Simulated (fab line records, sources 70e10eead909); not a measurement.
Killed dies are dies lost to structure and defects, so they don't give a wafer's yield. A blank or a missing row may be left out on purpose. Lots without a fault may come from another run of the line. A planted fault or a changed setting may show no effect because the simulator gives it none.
Which tool did it? | flow nand_harc | 23 lots, 69 wafers sampled, at 6 steps of a route of 1302

WHAT THE GAUGES READ, wafer by wafer
The record holds no reading of a measuring or inspecting step that can be judged against a usual standard deviation.

WHICH TOOL RAN EACH LOT (tool, then ch and the chambers of the sampled wafers, then the start)
lot  | NHARC_A_STAIRCASE_TRIM_26      | NHARC_A_STAIRCASE_ETCH_27      | NHARC_A_STAIRCASE_ETCH_188     | NHARC_A_STAIRCASE_TRIM_224     | NHARC_A_STAIRCASE_ETCH_225     | NHARC_A_STAIRCASE_TRIM_235
L074 | rie_diel-02 ch 0,3, no start   | rie_diel-02 ch 0,3, no start   | rie_diel-03 ch 0,1,3, no start | rie_diel-03 ch 0,2,3, no start | rie_diel-03 ch 0,2,3, no start | rie_diel-03 ch 1,2,3, no start
L075 | rie_diel-11 ch 2,3, no start   | rie_diel-11 ch 1,2,3, no start | rie_diel-11 ch 1,2,3, no start | rie_diel-02 ch 0,3, no start   | rie_diel-02 ch 2,3, no start   | rie_diel-02 ch 0,2,3, no start
L076 | rie_diel-03 ch 1,2,3, no start | rie_diel-03 ch 0,1, no start   | rie_diel-02 ch 0,1,2, no start | rie_diel-03 ch 0,2,3, no start | rie_diel-03 ch 0,3, no start   | rie_diel-02 ch 0,3, no start
L077 | rie_diel-11 ch 0,1,2, no start | rie_diel-11 ch 0,2,3, no start | rie_diel-02 ch 0,1,3, no start | rie_diel-02 ch 0,1,2, no start | rie_diel-02 ch 0,2,3, no start | rie_diel-11 ch 0,1,2, no start
L078 | rie_diel-02 ch 0,1,2, no start | rie_diel-02 ch 0,1,3, no start | rie_diel-11 ch 1,2,3, no start | rie_diel-02 ch 0,2,3, no start | rie_diel-02 ch 0,2,3, no start | rie_diel-11 ch 1,2,3, no start
L079 | rie_diel-03 ch 0,1,2, no start | rie_diel-03 ch 0,1,2, no start | rie_diel-11 ch 0,1,2, no start | rie_diel-02 ch 0,1, no start   | rie_diel-02 ch 0,1,2, no start | rie_diel-11 ch 0,1,3, no start
L080 | rie_diel-02 ch 0,1, no start   | rie_diel-02 ch 0,2,3, no start | rie_diel-02 ch 1,3, no start   | rie_diel-02 ch 0,1,3, no start | rie_diel-02 ch 1,2,3, no start | rie_diel-11 ch 1,3, no start
L081 | rie_diel-02 ch 0,2,3, no start | rie_diel-02 ch 1,2, no start   | rie_diel-02 ch 1,3, no start   | rie_diel-02 ch 1,2,3, no start | rie_diel-02 ch 0,1,2, no start | rie_diel-02 ch 1,2,3, no start
L084 | rie_diel-03 ch 0,1,2, no start | rie_diel-03 ch 0,2,3, no start | rie_diel-03 ch 1,2,3, no start | rie_diel-11 ch 0,1,2, no start | rie_diel-11 ch 0,2,3, no start | rie_diel-11 ch 0,1,2, no start
L082 | rie_diel-02 ch 1,2,3, no start | rie_diel-02 ch 0,2,3, no start | rie_diel-02 ch 2,3, no start   | rie_diel-11 ch 1,3, no start   | rie_diel-11 ch 2,3, no start   | rie_diel-02 ch 1,2,3, no start
L083 | rie_diel-11 ch 0,2,3, no start | rie_diel-11 ch 0,2,3, no start | rie_diel-11 ch 0,2,3, no start | rie_diel-11 ch 0,1,2, no start | rie_diel-11 ch 0,2,3, no start | rie_diel-11 ch 0,2,3, no start
L085 | rie_diel-03 ch 0,1,3, no start | rie_diel-03 ch 1,2,3, no start | rie_diel-03 ch 0,1,3, no start | rie_diel-03 ch 0,1,2, no start | rie_diel-03 ch 1,2,3, no start | rie_diel-02 ch 1,2,3, no start
L087 | rie_diel-03 ch 1,3, no start   | rie_diel-03 ch 0,1, no start   | rie_diel-03 ch 0,1,3, no start | rie_diel-02 ch 1,3, no start   | rie_diel-02 ch 1,2, no start   | rie_diel-11 ch 0,3, no start
L088 | rie_diel-02 ch 0,1,3, no start | rie_diel-02 ch 0,1, no start   | rie_diel-02 ch 1,2,3, no start | rie_diel-03 ch 0,1,2, no start | rie_diel-03 ch 0,3, no start   | rie_diel-03 ch 0,1,3, no start
L089 | rie_diel-03 ch 0,1,3, no start | rie_diel-03 ch 1,2, no start   | rie_diel-11 ch 1,2, no start   | rie_diel-02 ch 0,1,3, no start | rie_diel-02 ch 0,3, no start   | rie_diel-11 ch 1,2,3, no start
L091 | rie_diel-11 ch 1,2,3, no start | rie_diel-11 ch 1,2,3, no start | rie_diel-03 ch 0,1,3, no start | rie_diel-11 ch 1,2,3, no start | rie_diel-11 ch 1,2,3, no start | rie_diel-11 ch 1,2,3, no start
L090 | rie_diel-02 ch 0,2, no start   | rie_diel-02 ch 1,2, no start   | rie_diel-11 ch 2,3, no start   | rie_diel-03 ch 0,1,2, no start | rie_diel-03 ch 1,3, no start   | rie_diel-03 ch 0,2,3, no start
L092 | rie_diel-02 ch 0,3, no start   | rie_diel-02 ch 0,1,3, no start | rie_diel-02 ch 0,2,3, no start | rie_diel-03 ch 0,1,3, no start | rie_diel-03 ch 0,1,3, no start | rie_diel-02 ch 1,2,3, no start
L093 | rie_diel-02 ch 0,1,3, no start | rie_diel-02 ch 0,2,3, no start | rie_diel-02 ch 0,1,2, no start | rie_diel-11 ch 1,3, no start   | rie_diel-11 ch 1,2,3, no start | rie_diel-03 ch 0,1,2, no start
L094 | rie_diel-03 ch 1,2, no start   | rie_diel-03 ch 0,1, no start   | rie_diel-02 ch 0,1, no start   | rie_diel-02 ch 1,3, no start   | rie_diel-02 ch 0,1,3, no start | rie_diel-02 ch 0,3, no start
L096 | rie_diel-02 ch 0,3, no start   | rie_diel-02 ch 0,1,3, no start | rie_diel-11 ch 0,1, no start   | rie_diel-11 ch 0,1, no start   | rie_diel-11 ch 0,1,2, no start | rie_diel-11 ch 0,1, no start
L095 | rie_diel-11 ch 0,3, no start   | rie_diel-11 ch 1,3, no start   | rie_diel-03 ch 0,1,3, no start | rie_diel-11 ch 0,1,2, no start | rie_diel-11 ch 2,3, no start   | rie_diel-11 ch 1,2, no start
L097 | rie_diel-02 ch 1,2,3, no start | rie_diel-02 ch 0,1,3, no start | rie_diel-02 ch 0,1,2, no start | rie_diel-02 ch 0,1,2, no start | rie_diel-02 ch 0,1,3, no start | rie_diel-11 ch 0,1,2, no start
- NHARC_A_STAIRCASE_TRIM_26: chemistry O2, time 211.2 s.
- NHARC_A_STAIRCASE_ETCH_27: etches the open film in C4F8/O2, target depth 100 nm, time 40.5 s.
- NHARC_A_STAIRCASE_ETCH_188: etches the open film in C4F8/O2, target depth 100 nm, time 40.5 s.
- NHARC_A_STAIRCASE_TRIM_224: chemistry O2, time 211.2 s.
- NHARC_A_STAIRCASE_ETCH_225: etches the open film in C4F8/O2, target depth 100 nm, time 40.5 s.
- NHARC_A_STAIRCASE_TRIM_235: chemistry O2, time 211.2 s.

WHAT THE TOOLS THEMSELVES READ (means of the sampled wafers that have a number; where no wafer has one, the mark that the record gives instead)
NHARC_A_STAIRCASE_TRIM_26. Usual: drypump_motor_current_A 5.6 A, standard deviation 0.44; oes_product_au 0.996 a.u., standard deviation 0.011; rf_vpp_V 57.7 V, standard deviation 0.88; showerhead_plenum_p_Torr 3.50 Torr, standard deviation 0.14; throttle_valve_pct 17.036 %, standard deviation 0.0098.
lot  | tool        | drypump_motor_current_A (A) | oes_product_au (a.u.) | rf_vpp_V (V) | showerhead_plenum_p_Torr (Torr) | throttle_valve_pct (%) | flag
L074 | rie_diel-02 | 5.2                         | 1.005                 | 57.7         | 3.53                            | 17.032                 |
L075 | rie_diel-11 | 5.5                         | 1.005                 | 57.2         | 3.39                            | 17.028                 |
L076 | rie_diel-03 | 5.5                         | 0.996                 | 58.7         | 3.42                            | 17.030                 |
L077 | rie_diel-11 | 5.7                         | 0.992                 | 56.8         | 3.38                            | 17.036                 |
L078 | rie_diel-02 | 5.5                         | 0.995                 | 58.4         | 3.62                            | 17.035                 |
L079 | rie_diel-03 | 5.8                         | 0.984                 | 57.7         | 3.44                            | 17.034                 |
L080 | rie_diel-02 | 5.5                         | 0.990                 | 58.1         | 3.63                            | 17.033                 |
L081 | rie_diel-02 | 5.1                         | 1.009                 | 57.0         | 3.50                            | 17.034                 |
L084 | rie_diel-03 | 5.8                         | 0.982                 | 57.0         | 3.43                            | 17.039                 |
L082 | rie_diel-02 | 5.5                         | 0.997                 | 57.5         | 3.57                            | 17.024                 |
L083 | rie_diel-11 | 5.8                         | 1.009                 | 57.7         | 3.40                            | 17.031                 |
L085 | rie_diel-03 | 5.7                         | 0.987                 | 58.0         | 3.60                            | 17.038                 |
L087 | rie_diel-03 | 5.6                         | 0.983                 | 58.1         | 3.68                            | 17.040                 |
L088 | rie_diel-02 | 5.5                         | 0.995                 | 58.2         | 3.58                            | 17.025                 |
L089 | rie_diel-03 | 5.7                         | 0.986                 | 57.3         | 3.59                            | 17.037                 |
L091 | rie_diel-11 | 5.6                         | 1.006                 | 57.5         | 3.34                            | 17.038                 |
L090 | rie_diel-02 | 5.1                         | 0.996                 | 57.0         | 3.51                            | 17.040                 |
L092 | rie_diel-02 | 5.2                         | 1.000                 | 57.5         | 3.50                            | 17.030                 |
L093 | rie_diel-02 | 5.5                         | 0.991                 | 57.8         | 3.57                            | 17.034                 |
L094 | rie_diel-03 | 5.7                         | 0.989                 | 58.0         | 3.69                            | 17.036                 |
L096 | rie_diel-02 | 5.2                         | 0.997                 | 57.4         | 3.45                            | 17.027                 |
L095 | rie_diel-11 | 6.0                         | 0.996                 | 57.1         | 3.37                            | 17.049                 |
L097 | rie_diel-02 | 5.5                         | 0.999                 | 57.2         | 3.55                            | 17.036                 |

NHARC_A_STAIRCASE_ETCH_27. Usual: oes_product_au 0.940 a.u., standard deviation 0.01; rf_fwd_power_W 592.4 W, standard deviation 2.2; rf_vpp_V 895 V, standard deviation 5.4.
lot  | tool        | oes_product_au (a.u.) | rf_fwd_power_W (W) | rf_vpp_V (V) | flag
L074 | rie_diel-02 | 0.949                 | 593.9              | 894          |
L075 | rie_diel-11 | 0.948                 | 591.2              | 889          |
L076 | rie_diel-03 | 0.924                 | 593.1              | 890          |
L077 | rie_diel-11 | 0.942                 | 590.7              | 893          |
L078 | rie_diel-02 | 0.945                 | 593.0              | 898          |
L079 | rie_diel-03 | 0.931                 | 591.9              | 894          |
L080 | rie_diel-02 | 0.949                 | 592.8              | 895          |
L081 | rie_diel-02 | 0.937                 | 593.3              | 899          |
L084 | rie_diel-03 | 0.942                 | 588.7              | 894          |
L082 | rie_diel-02 | 0.932                 | 593.8              | 894          |
L083 | rie_diel-11 | 0.942                 | 592.1              | 892          |
L085 | rie_diel-03 | 0.941                 | 591.8              | 898          |
L087 | rie_diel-03 | 0.923                 | 593.8              | 902          |
L088 | rie_diel-02 | 0.932                 | 594.4              | 902          |
L089 | rie_diel-03 | 0.948                 | 593.3              | 902          |
L091 | rie_diel-11 | 0.948                 | 590.8              | 889          |
L090 | rie_diel-02 | 0.924                 | 591.9              | 901          |
L092 | rie_diel-02 | 0.936                 | 594.0              | 897          |
L093 | rie_diel-02 | 0.938                 | 591.7              | 894          |
L094 | rie_diel-03 | 0.935                 | 594.8              | 902          |
L096 | rie_diel-02 | 0.942                 | 593.3              | 898          |
L095 | rie_diel-11 | 0.944                 | 591.4              | 889          |
L097 | rie_diel-02 | 0.933                 | 593.4              | 898          |

NHARC_A_STAIRCASE_ETCH_188. Usual: oes_product_au 0.938 a.u., standard deviation 0.013; rf_fwd_power_W 592.6 W, standard deviation 2.5; rf_vpp_V 894 V, standard deviation 5.4.
lot  | tool        | oes_product_au (a.u.) | rf_fwd_power_W (W) | rf_vpp_V (V) | flag
L074 | rie_diel-03 | 0.921                 | 590.7              | 891          |
L075 | rie_diel-11 | 0.934                 | 591.7              | 889          |
L076 | rie_diel-02 | 0.947                 | 593.2              | 899          |
L077 | rie_diel-02 | 0.952                 | 593.7              | 899          |
L078 | rie_diel-11 | 0.950                 | 590.4              | 889          |
L079 | rie_diel-11 | 0.951                 | 592.2              | 890          |
L080 | rie_diel-02 | 0.953                 | 594.4              | 900          |
L081 | rie_diel-02 | 0.952                 | 598.4              | 897          |
L084 | rie_diel-03 | 0.941                 | 592.5              | 892          |
L082 | rie_diel-02 | 0.946                 | 594.3              | 893          |
L083 | rie_diel-11 | 0.944                 | 591.4              | 891          |
L085 | rie_diel-03 | 0.917                 | 593.1              | 898          |
L087 | rie_diel-03 | 0.938                 | 591.5              | 898          |
L088 | rie_diel-02 | 0.934                 | 592.4              | 896          |
L089 | rie_diel-11 | 0.928                 | 591.2              | 890          |
L091 | rie_diel-03 | 0.948                 | 590.9              | 898          |
L090 | rie_diel-11 | 0.927                 | 591.9              | 890          |
L092 | rie_diel-02 | 0.936                 | 593.3              | 894          |
L093 | rie_diel-02 | 0.930                 | 593.3              | 898          |
L094 | rie_diel-02 | 0.930                 | 592.6              | 901          |
L096 | rie_diel-11 | 0.919                 | 593.5              | 888          |
L095 | rie_diel-03 | 0.931                 | 592.8              | 898          |
L097 | rie_diel-02 | 0.926                 | 592.4              | 898          |

NHARC_A_STAIRCASE_TRIM_224. Usual: drypump_motor_current_A 5.6 A, standard deviation 0.44; oes_product_au 0.997 a.u., standard deviation 0.01; rf_vpp_V 57.8 V, standard deviation 0.98; showerhead_plenum_p_Torr 3.49 Torr, standard deviation 0.15; throttle_valve_pct 17.036 %, standard deviation 0.0078.
lot  | tool        | drypump_motor_current_A (A) | oes_product_au (a.u.) | rf_vpp_V (V) | showerhead_plenum_p_Torr (Torr) | throttle_valve_pct (%) | flag
L074 | rie_diel-03 | 5.6                         | 0.995                 | 58.0         | 3.52                            | 17.039                 |
L075 | rie_diel-02 | 5.2                         | 0.996                 | 56.8         | 3.49                            | 17.038                 |
L076 | rie_diel-03 | 5.6                         | 0.989                 | 58.3         | 3.51                            | 17.042                 |
L077 | rie_diel-02 | 5.5                         | 1.006                 | 58.7         | 3.62                            | 17.041                 |
L078 | rie_diel-02 | 5.1                         | 0.996                 | 56.8         | 3.50                            | 17.045                 |
L079 | rie_diel-02 | 5.5                         | 0.995                 | 58.1         | 3.63                            | 17.031                 |
L080 | rie_diel-02 | 5.5                         | 0.997                 | 57.9         | 3.59                            | 17.036                 |
L081 | rie_diel-02 | 5.4                         | 0.994                 | 58.6         | 3.57                            | 17.030                 |
L084 | rie_diel-11 | 5.7                         | 1.000                 | 57.2         | 3.37                            | 17.037                 |
L082 | rie_diel-11 | 5.7                         | 1.007                 | 57.5         | 3.31                            | 17.031                 |
L083 | rie_diel-11 | 5.7                         | 1.006                 | 57.5         | 3.37                            | 17.039                 |
L085 | rie_diel-03 | 5.8                         | 0.980                 | 57.5         | 3.61                            | 17.038                 |
L087 | rie_diel-02 | 5.6                         | 0.986                 | 58.1         | 3.54                            | 17.045                 |
L088 | rie_diel-03 | 5.8                         | 0.989                 | 58.2         | 3.61                            | 17.034                 |
L089 | rie_diel-02 | 5.5                         | 0.996                 | 57.5         | 3.57                            | 17.035                 |
L091 | rie_diel-11 | 5.6                         | 1.003                 | 57.3         | 3.33                            | 17.034                 |
L090 | rie_diel-03 | 5.8                         | 0.994                 | 58.0         | 3.60                            | 17.039                 |
L092 | rie_diel-03 | 5.7                         | 0.989                 | 58.0         | 3.58                            | 17.039                 |
L093 | rie_diel-11 | 5.7                         | 1.011                 | 57.1         | 3.29                            | 17.038                 |
L094 | rie_diel-02 | 5.9                         | 0.993                 | 57.9         | 3.64                            | 17.040                 |
L096 | rie_diel-11 | 6.1                         | 0.997                 | 57.5         | 3.37                            | 17.044                 |
L095 | rie_diel-11 | 5.7                         | 1.005                 | 55.8         | 3.35                            | 17.026                 |
L097 | rie_diel-02 | 5.4                         | 0.987                 | 58.0         | 3.58                            | 17.035                 |

NHARC_A_STAIRCASE_ETCH_225. Usual: oes_product_au 0.939 a.u., standard deviation 0.011; rf_fwd_power_W 592.3 W, standard deviation 2.3; rf_vpp_V 894 V, standard deviation 5.1.
lot  | tool        | oes_product_au (a.u.) | rf_fwd_power_W (W) | rf_vpp_V (V) | flag
L074 | rie_diel-03 | 0.949                 | 592.2              | 896          |
L075 | rie_diel-02 | 0.959                 | 593.5              | 894          |
L076 | rie_diel-03 | 0.929                 | 589.6              | 895          |
L077 | rie_diel-02 | 0.939                 | 594.0              | 895          |
L078 | rie_diel-02 | 0.948                 | 592.7              | 895          |
L079 | rie_diel-02 | 0.943                 | 593.5              | 900          |
L080 | rie_diel-02 | 0.940                 | 592.9              | 898          |
L081 | rie_diel-02 | 0.939                 | 592.5              | 899          |
L084 | rie_diel-11 | 0.938                 | 590.6              | 891          |
L082 | rie_diel-11 | 0.930                 | 588.0              | 890          |
L083 | rie_diel-11 | 0.939                 | 590.4              | 891          |
L085 | rie_diel-03 | 0.919                 | 591.2              | 898          |
L087 | rie_diel-02 | 0.941                 | 592.8              | 897          |
L088 | rie_diel-03 | 0.918                 | 593.0              | 896          |
L089 | rie_diel-02 | 0.952                 | 594.0              | 894          |
L091 | rie_diel-11 | 0.943                 | 592.1              | 889          |
L090 | rie_diel-03 | 0.946                 | 591.6              | 896          |
L092 | rie_diel-03 | 0.925                 | 592.6              | 897          |
L093 | rie_diel-11 | 0.949                 | 590.6              | 889          |
L094 | rie_diel-02 | 0.937                 | 592.8              | 897          |
L096 | rie_diel-11 | 0.943                 | 590.8              | 890          |
L095 | rie_diel-11 | 0.942                 | 591.9              | 890          |
L097 | rie_diel-02 | 0.932                 | 595.4              | 898          |

NHARC_A_STAIRCASE_TRIM_235. Usual: drypump_motor_current_A 5.6 A, standard deviation 0.42; oes_product_au 0.999 a.u., standard deviation 0.0096; rf_vpp_V 57.5 V, standard deviation 0.84; showerhead_plenum_p_Torr 3.45 Torr, standard deviation 0.13; throttle_valve_pct 17.037 %, standard deviation 0.0085.
lot  | tool        | drypump_motor_current_A (A) | oes_product_au (a.u.) | rf_vpp_V (V) | showerhead_plenum_p_Torr (Torr) | throttle_valve_pct (%) | flag
L074 | rie_diel-03 | 5.5                         | 0.994                 | 57.5         | 3.42                            | 17.042                 |
L075 | rie_diel-02 | 5.1                         | 1.004                 | 57.2         | 3.51                            | 17.034                 |
L076 | rie_diel-02 | 5.2                         | 1.004                 | 57.6         | 3.52                            | 17.035                 |
L077 | rie_diel-11 | 5.7                         | 1.003                 | 58.0         | 3.38                            | 17.041                 |
L078 | rie_diel-11 | 5.6                         | 1.003                 | 57.2         | 3.35                            | 17.030                 |
L079 | rie_diel-11 | 5.9                         | 0.992                 | 57.2         | 3.37                            | 17.043                 |
L080 | rie_diel-11 | 5.7                         | 1.001                 | 56.9         | 3.34                            | 17.034                 |
L081 | rie_diel-02 | 5.5                         | 0.996                 | 57.7         | 3.57                            | 17.043                 |
L084 | rie_diel-11 | 5.7                         | 1.008                 | 56.9         | 3.37                            | 17.041                 |
L082 | rie_diel-02 | 5.5                         | 0.998                 | 57.8         | 3.57                            | 17.034                 |
L083 | rie_diel-11 | 5.8                         | 0.995                 | 56.9         | 3.40                            | 17.036                 |
L085 | rie_diel-02 | 5.5                         | 0.994                 | 57.4         | 3.56                            | 17.036                 |
L087 | rie_diel-11 | 6.2                         | 0.997                 | 57.0         | 3.41                            | 17.033                 |
L088 | rie_diel-03 | 5.7                         | 0.985                 | 57.9         | 3.59                            | 17.030                 |
L089 | rie_diel-11 | 5.6                         | 1.009                 | 57.0         | 3.34                            | 17.041                 |
L091 | rie_diel-11 | 5.6                         | 1.001                 | 57.3         | 3.33                            | 17.045                 |
L090 | rie_diel-03 | 5.6                         | 0.994                 | 57.9         | 3.49                            | 17.039                 |
L092 | rie_diel-02 | 5.5                         | 0.990                 | 58.0         | 3.55                            | 17.041                 |
L093 | rie_diel-03 | 5.8                         | 0.991                 | 57.0         | 3.60                            | 17.029                 |
L094 | rie_diel-02 | 5.2                         | 1.002                 | 58.0         | 3.49                            | 17.044                 |
L096 | rie_diel-11 | 5.8                         | 1.012                 | 58.5         | 3.32                            | 17.039                 |
L095 | rie_diel-11 | 5.4                         | 1.006                 | 57.3         | 3.33                            | 17.036                 |
L097 | rie_diel-11 | 5.7                         | 1.008                 | 57.1         | 3.35                            | 17.036                 |

THE ANSWER, worked out from the rows above alone
Rule: a lot is off if the mean of its wafers that have a number lies more than 3 standard deviations from the usual mean. A lot without any number at a reading at which 4 lots or more have one is off too. The other lots that the step has rows for count as sound. The gauges are gone through in route order, then the tools' own readings, and for those a lot's mean is taken as printed above. The first step at which some lot is off is used, and at that step the reading that is off furthest; a lot without a number counts as furthest.
No lot is off at any reading shown: from this, nothing can be told.

WHAT THE SIMULATOR HAD PUT IN
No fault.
